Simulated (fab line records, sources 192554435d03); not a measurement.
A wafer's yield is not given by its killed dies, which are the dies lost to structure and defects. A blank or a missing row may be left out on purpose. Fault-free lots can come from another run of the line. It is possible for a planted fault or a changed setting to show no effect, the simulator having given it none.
fab line records	flow n5Finfet
record: lots: 9	wafers: 24	lastDay: 18
route steps=1938 shown GATE_CUT@475 BEOL_M4@1111 PASSIVATION@1936
lots that met no fault: taken from a fault-free run of the same line
startH: hours from the record's opening day to when the first of the lot's shown wafers began	waitH: hours elapsed since this lot's preceding step	" repeats the value in the row above	L1.1+2: a row that stands for several wafers	- no value present, or no start provided	* or withheld: withheld	< > ~ a bound
route shown NAME@n: a module of which the file shows steps, and the number in the route of the first	usual: mean/standard deviation of fault-free wafers	same: alike in all rows	chamber/n: place in a boat	sites: each site's reading	_std_site: their standard deviation	_edge_site: the outer-site mean with the inner-site mean subtracted	radiusMm: for every site, how far away it sits from the centre of the wafer	mask NAME#n: copy n	behind: tool/chamber where the wafer was last shaped	hold: reason for holding the lot/hours on hold/outcome of the hold	device: whichever transistor did not switch (one of n, p or np)	end of line: at the end of the route, the tests of the same wafers	where a step has no rows: the recipe by itself	killed: dies lost to structure and defects at the first sort, not the wafer's yield	map: shows each die of a wafer: x if killed, . if not, _ if none is there
set.NAME: setting as actually run; set.NAME@STEP: the setting as run at that earlier step	model.NAME: the simulator's own value behind a step, which no gauge read
one table for each step of the route and one row for each wafer, over a sample of lots
services: when a tool's chamber went out of use (startH, in hours from the record's first day, below 0 if earlier), for how many hours, and the reason
== steps ==
step: N5_GATE_CUT_CMP_02
recipe: stopOn: SiO2	tOverpolishS: 12.7	postCmpClean: alkalineBrush	downForcePsi: 2.5	platenRpm: 51.8	padVelocityMS: 1.0307	targetThkNm: 0
usual: motorCurrentA: 9.1/0.64	overpolishRunS: 12.700/0.0092	timeToEndpointS: 26.1/2.2
lot.wafer	tool	chamber	startH	waitH	motorCurrentA	overpolishRunS	timeToEndpointS
L482.1	cmp-01	3	90.71	0.1	9.1	12.730	28.0
L482.5	"	1	"	"	8.9	12.715	25.8
L482.6	"	2	"	"	10.1	12.696	28.2
L484.1	cmp-03	3	101.98	0.1	9.7	12.701	24.5
L484.4	"	0	"	"	8.9	12.695	27.4
L484.5	"	0	"	"	8.5	12.699	27.7
L490.1	cmp-02	2	138.69	0.1	8.9	12.693	26.6
L490.4	"	0	"	"	9.3	12.688	24.8
L491.4	cmp-02	0	147.01	0.4	8.8	12.702	27.0
L491.1	"	2	"	"	9.4	12.686	25.0
L492.3	cmp-01	2	149.34	0.1	9.6	12.710	28.6
L492.2	"	3	"	"	9.0	12.709	28.5
L495.4	cmp-02	0	172.85	0.1	8.8	12.705	29.0
L495.6	"	2	"	"	9.0	12.699	28.1
L495.5	"	3	"	"	9.0	12.700	26.7
L500.1	cmp-02	2	199.53	0.1	9.2	12.708	29.4
L500.4	"	3	"	"	8.4	12.700	27.2
L500.5	"	1	"	"	8.4	12.714	26.2
L501.2	cmp-01	0	207.04	0.2	9.4	12.694	25.2
L501.1	"	2	"	"	9.4	12.708	25.1
L501.4	"	3	"	"	8.6	12.684	26.2
L503.4	cmp-03	0	223.58	0.1	9.0	12.702	26.3
L503.2	"	2	"	"	10.5	12.698	26.3
L503.6	"	3	"	"	9.5	12.708	24.7
step: N5_GATE_CUT_HM_DEP_46
recipe: material: SiO2	targetThkA: 1300	tempC: 400	precursor: TEOS/O2	pressureTorr: 6.5	rfW: 900	teosFlowSccm: 161.4	gas: O2	flowSccm: 2650	timeS: 26.6
usual: heaterPowerW: 585/83	showerheadPlenumPTorr: 8.33/0.04	throttleValvePct: 18.5/1.4
lot.wafer	tool	chamber	startH	waitH	heaterPowerW	showerheadPlenumPTorr	throttleValvePct
L482.1	pecvd-04	2	90.96	0.0	492	8.35	16.2
L482.5	"	1	"	"	652	8.29	18.5
L482.6	"	0	"	"	673	8.32	18.5
L484.1	pecvd-04	1	102.31	0.0	612	8.26	18.5
L484.4	"	2	"	"	522	8.37	16.4
L484.5	"	0	"	"	695	8.32	18.3
L490.1	pecvd-04	2	139.02	0.0	580	8.37	16.3
L490.4	"	0	"	"	580	8.33	18.4
L491.1	pecvd-04	0	147.30	0.0	679	8.31	18.4
L491.4	"	0	"	"	691	8.33	18.4
L492.2	pecvd-04	2	149.63	0.0	562	8.38	16.4
L492.3	"	0	"	"	650	8.33	18.6
L495.4	pecvd-03	0	173.13	0.1	701	8.32	19.0
L495.5	"	1	"	"	591	8.32	19.7
L495.6	"	2	"	"	493	8.28	19.7
L500.1	pecvd-01	0	199.79	0.0	456	8.26	19.8
L500.4	"	0	"	"	454	8.27	19.5
L500.5	"	1	"	"	688	8.38	20.9
L501.1	pecvd-03	0	207.37	0.0	621	8.32	19.3
L501.2	"	1	"	"	599	8.30	19.5
L501.4	"	0	"	"	651	8.34	19.0
L503.2	pecvd-01	1	223.87	0.0	758	8.39	21.1
L503.4	"	0	"	"	531	8.29	19.4
L503.6	"	2	"	"	516	8.39	17.0
step: N5_GATE_CUT_HM_OPEN_40
recipe: chemistry: C4F6/O2	target: SiO2	maskMaterial: SiARC	targetDepthA: 1390	timeS: 85.1	ionEnergyEv: 250	pressureMtorr: 30	sourceW: 345	biasW: 185	Ar_flow_sccm: 300	C4F6_flow_sccm: 10	O2_flow_sccm: 10	ends: cleared
usual: biasW: 185.1/0.53	drypumpMotorCurrentA: 5.7/0.45	etchRfOnTimeS: 93.6/1.7	oesProductAu: 0.73/0.087	rfVppV: 667/5.7	showerheadPlenumPTorr: 2.87/0.11	throttleValvePct: 20.90/0.21
lot.wafer	tool	chamber	startH	waitH	biasW	drypumpMotorCurrentA	etchRfOnTimeS	oesProductAu	rfHoursCounterH	rfVppV	showerheadPlenumPTorr	throttleValvePct
L482.1	rieDiel-01	1	91.80	0.0	184.8	5.8	95.9	0.60	244	654	2.69	21.35
L482.5	"	3	"	"	184.1	5.4	96.6	0.67	-	674	2.95	21.09
L482.6	"	0	"	"	185.1	6.1	96.5	0.69	-	665	2.97	20.99
L484.1	rieDiel-04	3	102.95	0.0	185.1	6.4	92.3	0.73	95	664	2.65	20.71
L484.4	"	0	"	"	186.0	5.1	93.2	0.79	31	663	2.78	20.98
L484.5	"	1	"	"	185.3	5.4	92.2	0.71	-	668	2.87	20.90
L490.1	rieDiel-02	3	139.64	0.0	184.4	6.1	92.4	0.77	66	672	2.88	20.53
L490.4	"	0	"	"	185.2	5.6	52.9	0.88	-	673	2.92	21.07
L491.1	rieDiel-04	2	147.95	0.0	185.3	6.0	92.7	0.63	210	674	2.93	20.84
L491.4	"	0	"	"	186.0	5.1	52.8	0.77	46	662	2.78	20.99
L492.2	rieDiel-04	3	150.82	0.0	184.5	6.5	52.8	0.72	109	663	2.64	20.73
L492.3	"	1	"	"	185.2	5.5	94.4	0.70	127	669	2.87	20.90
L495.4	rieDiel-02	1	173.77	0.0	184.9	4.9	96.0	0.84	12	669	2.80	20.71
L495.5	"	0	"	"	184.1	5.6	93.2	0.84	-	673	2.92	21.09
L495.6	"	1	"	"	186.0	4.9	93.8	0.83	-	668	2.80	20.72
L500.1	rieDiel-01	1	200.49	0.0	184.1	5.8	92.2	0.83	21	664	3.02	21.00
L500.4	"	1	"	"	184.8	5.8	93.3	0.84	-	663	3.02	21.02
L500.5	"	3	"	"	184.7	5.4	95.5	0.65	-	673	2.93	21.13
L501.1	rieDiel-01	0	208.02	0.0	185.9	6.1	94.6	0.65	182	664	2.95	21.06
L501.2	"	1	"	"	184.7	5.8	92.8	0.83	23	665	3.02	21.01
L501.4	"	1	"	"	185.9	5.8	93.7	0.82	-	664	3.02	21.05
L503.2	rieDiel-04	2	224.62	0.0	184.9	6.0	92.8	0.61	235	674	2.92	20.89
L503.4	"	0	"	"	185.6	5.1	93.9	0.75	72	660	2.77	21.06
L503.6	"	2	"	"	185.6	6.0	94.2	0.61	-	674	2.92	20.90
step: N5_GATE_CUT_CUT_ETCH_55
recipe: chemistry: BCl3	target: HfO2	maskMaterial: SiO2	targetDepthA: 32	ionEnergyEv: 30	pressureMtorr: 5	icpW: 450	biasW: 18	bcl3FlowSccm: 80
usual: biasW: 18.01/0.052	drypumpMotorCurrentA: 5.77/0.29	oesProductAu: 0.78/0.1	throttleValvePct: 33.1/0.32
lot.wafer	tool	chamber	startH	waitH	biasW	drypumpMotorCurrentA	oesProductAu	rfHoursCounterH	throttleValvePct
L482.1	rieMetal-03	1	92.15	0.0	17.99	5.45	0.82	25	33.4
L482.5	"	1	"	"	18.02	5.46	0.82	-	33.4
L482.6	"	0	"	"	18.00	6.05	0.94	-	33.0
L484.1	rieMetal-02	0	103.30	0.0	17.97	5.66	0.75	61	32.3
L484.4	"	1	"	"	17.95	5.38	0.61	-	33.5
L484.5	"	0	"	"	17.97	5.68	0.76	-	32.3
L490.1	rieMetal-03	0	139.99	0.0	17.95	6.09	0.91	10	33.0
L490.4	"	0	"	"	17.97	6.05	0.91	-	33.1
L491.1	rieMetal-03	0	148.29	0.0	17.97	6.01	0.91	11	33.1
L491.4	"	0	"	"	18.04	6.05	0.90	-	33.0
L492.2	rieMetal-03	0	151.17	0.0	17.98	6.02	0.91	11	33.1
L492.3	"	1	"	"	18.00	5.46	0.80	-	33.4
L495.4	rieMetal-03	0	174.13	0.0	17.96	6.06	0.89	-	33.0
L495.5	"	1	"	"	17.87	5.46	0.79	-	33.4
L495.6	"	0	"	"	17.91	6.06	0.89	-	33.0
L500.1	rieMetal-03	1	200.84	0.0	18.02	5.45	0.79	35	33.4
L500.4	"	1	"	"	17.98	5.46	0.79	-	33.4
L500.5	"	0	"	"	18.02	6.01	0.89	-	33.1
L501.1	rieMetal-01	1	208.37	0.0	17.98	6.16	0.61	114	32.9
L501.2	"	0	"	"	17.96	5.90	0.72	59	33.1
L501.4	"	1	"	"	18.07	6.15	0.60	-	32.9
L503.2	rieMetal-03	1	224.97	0.0	18.02	5.44	0.78	37	33.4
L503.4	"	0	"	"	18.01	6.00	0.88	-	33.0
L503.6	"	1	"	"	18.04	5.47	0.79	-	33.4
step: N5_GATE_CUT_VAPOR_ETCH_49
recipe: chemistry: BCl3/Cl2	target: TiAlC	mode: isotropic
usual: drypumpMotorCurrentA: 5.78/0.28	oesProductAu: 0.78/0.1
lot.wafer	tool	chamber	startH	waitH	drypumpMotorCurrentA	oesProductAu
L482.1	rieMetal-03	1	92.24	0.0	5.43	0.82
L482.5	"	1	"	"	5.44	0.82
L482.6	"	0	"	"	6.02	0.94
L484.1	rieMetal-02	0	103.39	0.0	5.66	0.74
L484.4	"	1	"	"	5.37	0.61
L484.5	"	0	"	"	5.69	0.74
L490.1	rieMetal-03	0	140.08	0.0	6.02	0.91
L490.4	"	0	"	"	5.99	0.91
L491.1	rieMetal-03	0	148.38	0.0	6.01	0.91
L491.4	"	0	"	"	6.01	0.90
L492.2	rieMetal-03	0	151.26	0.0	6.02	0.91
L492.3	"	1	"	"	5.44	0.79
L495.4	rieMetal-03	0	174.22	0.0	6.05	0.89
L495.5	"	1	"	"	5.44	0.80
L495.6	"	0	"	"	6.04	0.89
L500.1	rieMetal-03	1	200.93	0.0	5.47	0.79
L500.4	"	1	"	"	5.50	0.79
L500.5	"	0	"	"	6.03	0.89
L501.1	rieMetal-01	1	208.46	0.0	6.14	0.61
L501.2	"	0	"	"	5.91	0.71
L501.4	"	1	"	"	6.17	0.61
L503.2	rieMetal-03	1	225.06	0.0	5.43	0.78
L503.4	"	0	"	"	6.04	0.87
L503.6	"	1	"	"	5.43	0.77
step: N5_GATE_CUT_THK_MEAS_24
recipe: reads: SiO2_of_GATE_CUT_HM_DEP_46+SiO2_flowable_of_ILD0_FCVD_FILL_01
usual: GC_FILL_THK: 219.8/2
lot.wafer	tool	chamber	startH	waitH	GC_FILL_THK[nm]
L482.1	filmMetro-01	-	94.37	-	219.6
L482.5	"	-	"	"	223.1
L482.6	"	-	"	"	223.0
L484.1	filmMetro-01	-	105.61	-	217.5
L484.4	"	-	"	"	220.0
L484.5	"	-	"	"	220.1
L490.1	filmMetro-01	-	142.10	-	219.8
L490.4	"	-	"	"	163.6
L491.1	filmMetro-02	-	150.41	-	218.1
L491.4	"	-	"	"	163.6
L492.2	filmMetro-01	-	153.28	-	163.1
L492.3	"	-	"	"	221.6
L495.4	filmMetro-01	-	176.25	-	221.6
L495.5	"	-	"	"	220.4
L495.6	"	-	"	"	218.5
L500.1	filmMetro-01	-	203.00	-	217.8
L500.4	"	-	"	"	221.1
L500.5	"	-	"	"	220.0
L501.1	filmMetro-02	-	210.48	-	216.1
L501.2	"	-	"	"	218.4
L501.4	"	-	"	"	218.6
L503.2	filmMetro-01	-	227.11	-	218.0
L503.4	"	-	"	"	221.2
L503.6	"	-	"	"	220.3
step: N5_BEOL_M4_RC_MEAS_101
usual: DIBL_N: 35.9/1.2	DIBL_P: 35.9/1.4	IOFF_N: 0.149/0.02	IOFF_P: 0.205/0.022	ION_N: 671/8.8	ION_P: 461/5.9	SS_N: 71.4/0.51	SS_P: 73.2/0.56	VT_N: 250.6/2.5	VT_P: -250.1/2.3
lot.wafer	tool	chamber	startH	waitH	DIBL_N[mV/V]	DIBL_P[mV/V]	IOFF_N[nA/um]	IOFF_P[nA/um]	ION_N[uA/um]	ION_P[uA/um]	SS_N[mV/dec]	SS_P[mV/dec]	VT_N[mV]	VT_P[mV]
L482.1	prober-02	0	208.48	0.0	36.4	35.8	0.157	0.223	676	466	71.5	73.6	249.7	-246.2
L482.5	"	0	"	"	36.8	35.7	0.157	0.233	671	466	72.5	73.6	250.3	-248.6
L482.6	"	0	"	"	36.7	36.5	0.165	0.243	671	465	71.3	72.3	249.1	-247.0
L484.1	prober-02	0	241.54	0.0	37.0	37.7	0.184	0.238	672	458	71.2	73.6	248.2	-247.7
L484.4	"	0	"	"	35.5	36.1	0.155	0.216	674	463	70.7	73.3	249.1	-250.2
L484.5	"	0	"	"	38.0	38.8	0.207	0.269	686	467	72.1	73.7	248.1	-247.6
L490.1	prober-01	0	261.15	0.0	36.1	36.4	0.159	0.195	678	462	71.8	74.0	249.0	-251.3
L490.4	"	0	"	"	35.7	36.0	0.151	0.183	675	460	71.8	74.0	249.8	-251.0
L491.1	prober-02	0	277.66	0.1	37.0	35.8	0.146	0.185	669	450	71.9	73.0	253.8	-253.3
L491.4	"	0	"	"	37.1	35.2	0.149	0.183	657	453	72.6	73.0	251.9	-252.8
L495.4	prober-02	0	290.18	0.5	34.1	36.2	0.146	0.232	675	464	71.5	73.3	248.4	-247.9
L495.5	"	0	"	"	34.2	35.8	0.150	0.226	678	467	71.9	72.9	248.1	-248.5
L495.6	"	0	"	"	35.2	37.2	0.167	0.251	679	472	71.5	73.6	248.2	-246.4
L492.2	prober-02	0	292.95	0.2	35.4	36.6	0.155	0.226	673	468	71.3	72.8	249.3	-245.9
L492.3	"	0	"	"	35.5	36.1	0.155	0.220	673	474	71.1	73.2	248.9	-246.5
L500.1	prober-01	0	302.96	0.0	36.7	37.7	0.181	0.239	684	470	72.0	73.6	248.6	-250.1
L500.4	"	0	"	"	34.8	36.1	0.152	0.213	665	465	71.1	72.9	250.1	-251.6
L500.5	"	0	"	"	33.6	34.2	0.127	0.178	669	454	71.3	72.1	250.2	-253.0
L503.2	prober-01	0	323.70	0.2	34.6	33.9	0.118	0.166	658	451	71.4	72.5	255.1	-253.8
L503.4	"	0	"	"	37.2	36.8	0.165	0.211	676	461	71.7	73.7	248.7	-246.3
L503.6	"	0	"	"	34.8	34.6	0.129	0.175	665	456	71.1	72.6	254.3	-252.8
L501.1	prober-02	0	330.64	0.0	37.6	38.1	0.177	0.246	681	469	72.0	74.1	250.7	-247.8
L501.2	"	0	"	"	36.4	35.8	0.153	0.205	682	470	71.1	73.5	251.7	-250.6
L501.4	"	0	"	"	37.9	37.0	0.177	0.225	677	460	71.4	74.0	248.0	-248.2
step: N5_PASSIVATION_PROBE_49
usual: defectLimitedYield: 91.1/1.4	killed_at_M0_to_M3: 34/10	killed_at_M4_up: 14/5.5	killedAtContacts: 12/5.1	killedAtFrontEnd: 41/12	killedAtOther: 4/3.1	killedDies: 105/17	killedOpen: 70/13	killedShort: 33/7.6	sort_bin_5_function: 5.3/0.98	sort_bin_6_memory: 3.3/0.67	sortNPass: 1075/17	sortYieldPct: 91.1/1.4
same: grossDies: 1180	killedAtBackSide: 0	sort_bin_4_leakage[%]: 0	sort_bin_8_speed[%]: 0
lot.wafer	tool	chamber	startH	waitH	defectLimitedYield[%]	killed_at_M0_to_M3	killed_at_M4_up	killedAtContacts	killedAtFrontEnd	killedAtOther	killedDies	killedOpen	killedShort	sort_bin_5_function[%]	sort_bin_6_memory[%]	sortNPass	sortYieldPct[%]
L490.1	prober-01	-	363.15	0.0	90.8	31	8	5	64	1	109	76	31	5.1	3.7	1071	90.8
L491.1	prober-02	-	383.20	0.0	87.3	43	24	14	62	7	150	92	57	8.5	3.8	1030	87.3
L495.4	prober-01	-	400.83	0.2	90.8	31	13	12	46	6	108	69	37	5.1	3.8	1072	90.8
L495.5	prober-01	-	400.88	0.2	91.8	28	21	11	31	6	97	64	29	5.0	3.1	1083	91.8
L495.6	prober-01	-	400.93	0.3	93.0	28	21	8	26	0	83	53	28	4.1	3.0	1097	93.0
L503.2	prober-01	-	420.31	0.1	90.5	43	11	7	46	5	112	71	39	6.1	3.3	1068	90.5
L503.4	prober-01	-	420.41	0.2	90.0	40	22	9	44	3	118	79	38	6.1	3.5	1062	90.0
L503.6	prober-01	-	420.51	0.3	88.8	69	13	4	42	4	132	74	56	7.4	3.2	1048	88.8
L501.1	prober-02	-	437.63	0.0	90.3	33	12	23	44	3	115	79	35	6.4	3.1	1065	90.3
L501.2	prober-02	-	437.68	0.1	90.8	33	12	16	45	2	108	69	38	4.9	4.0	1072	90.8
L501.4	prober-02	-	437.78	0.2	92.0	32	11	13	32	6	94	60	33	4.3	3.0	1086	92.0
killed by level:class
L490.1 STI_FIN_REVEAL:geometricParticle:open=19 FIN_SAQP:geometricParticle:open=15 BEOL_M0_SAQP:geometricParticle:open=11 FIN_SAQP:geometricParticle:short=6 GATE_CUT:geometricParticle:short=6 BEOL_M0_SAQP:geometricParticle:short=6 ILD0:geometricParticle:short=5 MOL_CONTACT_COAG:geometricParticle:open=4
L491.1 BEOL_M0_SAQP:geometricParticle:open=16 STI_FIN_REVEAL:geometricParticle:open=14 BEOL_M0_SAQP:geometricParticle:short=13 FIN_SAQP:geometricParticle:open=11 FIN_SAQP:geometricParticle:short=10 BEOL_M4:geometricParticle:open=10 MOL_CONTACT_COAG:geometricParticle:open=10 GATE_CUT:geometricParticle:short=6
L495.4 FIN_SAQP:geometricParticle:short=10 STI_FIN_REVEAL:geometricParticle:open=10 MOL_CONTACT_COAG:geometricParticle:open=9 BEOL_M3:geometricParticle:open=6 BEOL_M4:geometricParticle:open=6 FIN_SAQP:geometricParticle:open=5 GATE_CUT:geometricParticle:open=5 BEOL_M0_SAQP:geometricParticle:open=5
L495.5 MOL_CONTACT_COAG:geometricParticle:open=9 BEOL_M0_SAQP:geometricParticle:open=7 BEOL_M3:geometricParticle:open=6 BEOL_M4:geometricParticle:open=5 FIN_SAQP:geometricParticle:open=4 STI_FIN_REVEAL:geometricParticle:open=4 BEOL_M0_SAQP:geometricParticle:short=4 BEOL_M2:geometricParticle:open=4
L495.6 BEOL_M0_SAQP:geometricParticle:open=7 BEOL_M5:geometricParticle:open=7 MOL_CONTACT_COAG:geometricParticle:open=6 BEOL_M0_SAQP:geometricParticle:short=6 BEOL_M3:geometricParticle:open=6 FIN_SAQP:geometricParticle:short=5 DUMMY_GATE:geometricParticle:open=5 BEOL_M8:geometricParticle:open=5
L503.2 BEOL_M3:geometricParticle:open=12 BEOL_M0_SAQP:geometricParticle:open=11 BEOL_M1:geometricParticle:open=10 FIN_SAQP:geometricParticle:open=9 FIN_SAQP:geometricParticle:short=8 BEOL_M0_SAQP:geometricParticle:short=7 DUMMY_GATE:geometricParticle:open=6 GATE_CUT:geometricParticle:short=5
L503.4 BEOL_M4:geometricParticle:open=11 DUMMY_GATE:geometricParticle:open=10 BEOL_M3:geometricParticle:open=10 MOL_CONTACT_COAG:geometricParticle:open=7 BEOL_M0_SAQP:geometricParticle:open=7 BEOL_M0_SAQP:geometricParticle:short=7 BEOL_M1:geometricParticle:open=7 FIN_SAQP:geometricParticle:open=6
L503.6 BEOL_M0_SAQP:geometricParticle:short=22 FIN_SAQP:geometricParticle:short=14 BEOL_M0_SAQP:geometricParticle:open=14 BEOL_M3:geometricParticle:open=8 BEOL_M2:geometricParticle:open=7 FIN_SAQP:geometricParticle:open=6 BEOL_M1:geometricParticle:open=6 STI_FIN_REVEAL:geometricParticle:open=5
L501.1 MOL_CONTACT_COAG:geometricParticle:open=20 FIN_SAQP:geometricParticle:open=14 BEOL_M0_SAQP:geometricParticle:short=12 BEOL_M2:geometricParticle:open=9 BEOL_M0_SAQP:geometricParticle:open=8 STI_FIN_REVEAL:geometricParticle:open=7 GATE_CUT:geometricParticle:short=5 FIN_SAQP:geometricParticle:short=4
L501.2 FIN_SAQP:geometricParticle:open=17 MOL_CONTACT_COAG:geometricParticle:open=12 BEOL_M2:geometricParticle:open=9 FIN_SAQP:geometricParticle:short=8 BEOL_M1:geometricParticle:open=6 BEOL_M0_SAQP:geometricParticle:short=5 STI_FIN_REVEAL:geometricParticle:open=4 MOL_CONTACT_COAG:geometricParticle:short=4
L501.4 FIN_SAQP:geometricParticle:open=9 MOL_CONTACT_COAG:geometricParticle:open=8 FIN_SAQP:geometricParticle:short=6 BEOL_M2:geometricParticle:open=6 BEOL_M1:geometricParticle:open=5 MOL_CONTACT_COAG:geometricParticle:short=5 BEOL_M0_SAQP:geometricParticle:open=5 DUMMY_GATE:geometricParticle:open=4
== services ==
tool	chamber	startH	hours	kind
rieDiel-04	-	67.56	0.6	repair
rieDiel-01	-	69.78	2.8	pm
rieMetal-03	-	75.89	2.8	pm
cmp-01	-	92.45	1.4	repair
cmp-03	-	95.87	1.1	repair
rieMetal-01	1	107.57	3.8	repair
pecvd-03	1	114.60	2.4	repair
cmp-02	-	115.37	5.6	pm
cmp-03	-	119.48	74.2	repair
cmp-02	-	121.00	1.9	repair
rieMetal-02	1	137.14	63.3	repair
pecvd-03	-	139.52	5.5	pm
cmp-01	-	143.24	4.0	pm
cmp-01	-	159.33	3.0	repair
pecvd-01	0	165.85	28.0	repair
rieDiel-01	2	178.02	2.6	repair
pecvd-01	-	178.56	0.5	repair
pecvd-01	-	185.17	6.0	pm
rieMetal-01	1	186.10	5.5	repair
rieDiel-04	1	187.68	4.9	repair
cmp-03	-	193.68	3.5	pm
rieDiel-01	2	195.10	8.9	repair
cmp-02	-	205.55	4.0	pm
cmp-02	-	209.55	3.8	pm
== key ==
firstSign: step: N5_GATE_CUT_HM_OPEN_40	reading: etchRfOnTimeS	direction: down	sigmas: 24	usual: *	struck: *
effect: step: N5_GATE_CUT_THK_MEAS_24	reading: GC_FILL_THK	direction: down	sigmas: 29	usual: 219.8	struck: 163.5
metAt N5_GATE_CUT_HM_DEP_46
struckLots L490,L491,L492
struckWafers L490.4,L491.4,L492.2
notActingAt N5_GATE_CUT_CMP_02,N5_GATE_CUT_CUT_ETCH_55,N5_GATE_CUT_VAPOR_ETCH_49
onsetBetween 102.31 139.02
fault: kind: processParameterDrift	tool: pecvd-04	chamber: -	onsetH: 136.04	steps: N5_GATE_CUT_HM_DEP_46	channel: timeS	offset: *	shape: step	endH: 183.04	scope: struckWafersOnly	actsIn: *	stated: *
